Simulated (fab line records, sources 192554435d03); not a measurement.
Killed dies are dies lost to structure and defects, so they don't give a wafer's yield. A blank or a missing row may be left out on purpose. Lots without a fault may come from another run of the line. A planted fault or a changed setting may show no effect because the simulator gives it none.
Chamber matching | flow n5_finfet | N5_FIN_CUT_ETCH_30 on rie_diel-02: 4 sister chambers
The step etches underlayer in N2/H2, target depth 13 nm, time 10.4 s. 4 wafers are shown with their chamber, then 8 later ones without.

WAFERS WITH THEIR CHAMBER
wafer  | chamber | showerhead_plenum_p_Torr (Torr)
L089.1 | 3       | 2.48
L089.5 | 1       | 2.71
L089.6 | 2       | 2.59
L091.2 | 0       | 2.57

WAFERS WITHOUT THEIR CHAMBER
wafer  | showerhead_plenum_p_Torr (Torr)
L091.3 | 2.71
L091.4 | 2.59
L097.1 | 2.56
L097.2 | 2.58
L097.3 | 2.71
L097.4 | 2.48
L097.5 | 2.58
L097.6 | 2.71

WHICH CHAMBER EACH WENT THROUGH
wafer  | from the rows above     | in truth
L091.3 | 1                       | 1
L091.4 | 2                       | 2
L097.1 | 0                       | 0
L097.2 | can't be placed: 2 or 0 | 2
L097.3 | 1                       | 1
L097.4 | 3                       | 3
L097.5 | can't be placed: 2 or 0 | 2
L097.6 | 1                       | 1
Placed correctly: 6 of 8. Can't be placed from these rows: 2 (the true chamber is among the candidates in 2). Placed wrongly: 0.
How it was worked out, from the rows above alone: a wafer's distance from a chamber is the root of the sum, over the readings, of the square of ((its reading less the chamber's mean) divided by the reading's scatter). The wafer belongs to the nearest chamber; if the next one is less than 2 further off, it can't be placed. A chamber's mean is the mean of its shown wafers. The scatter: with one shown wafer a chamber, the root of the mean of the squares of how far each hidden wafer lies from its nearest shown one.
